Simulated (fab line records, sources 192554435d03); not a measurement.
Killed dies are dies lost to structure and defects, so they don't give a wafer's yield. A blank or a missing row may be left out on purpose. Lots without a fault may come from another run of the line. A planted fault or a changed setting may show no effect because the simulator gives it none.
Chamber matching | flow n5_finfet | N5_BEOL_M0_DEP_125 on pecvd-03: 3 sister chambers
The step deposits SiCN from 3MS/NH3, target thk 8 nm, time 14 s. 3 wafers are shown with their chamber, then 6 later ones without.

WAFERS WITH THEIR CHAMBER
wafer  | chamber | throttle_valve_pct (%)
L082.6 | 2       | 8.6
L093.1 | 1       | 9.3
L093.2 | 0       | 9.1

WAFERS WITHOUT THEIR CHAMBER
wafer  | throttle_valve_pct (%)
L093.5 | 8.2
L095.1 | 8.2
L095.3 | 9.5
L095.4 | 9.3
L096.1 | 9.2
L096.3 | 8.2

WHICH CHAMBER EACH WENT THROUGH
wafer  | from the rows above          | in truth
L093.5 | can't be placed: 2 or 0      | 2
L095.1 | can't be placed: 2 or 0      | 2
L095.3 | can't be placed: 1 or 0      | 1
L095.4 | can't be placed: 1 or 0      | 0
L096.1 | can't be placed: 0 or 1 or 2 | 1
L096.3 | can't be placed: 2 or 0      | 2
Placed correctly: 0 of 6. Can't be placed from these rows: 6 (the true chamber is among the candidates in 6). Placed wrongly: 0.
How it was worked out, from the rows above alone: a wafer's distance from a chamber is the root of the sum, over the readings, of the square of ((its reading less the chamber's mean) divided by the reading's scatter). The wafer belongs to the nearest chamber; if the next one is less than 2 further off, it can't be placed. A chamber's mean is the mean of its shown wafers. The scatter: with one shown wafer a chamber, the root of the mean of the squares of how far each hidden wafer lies from its nearest shown one.
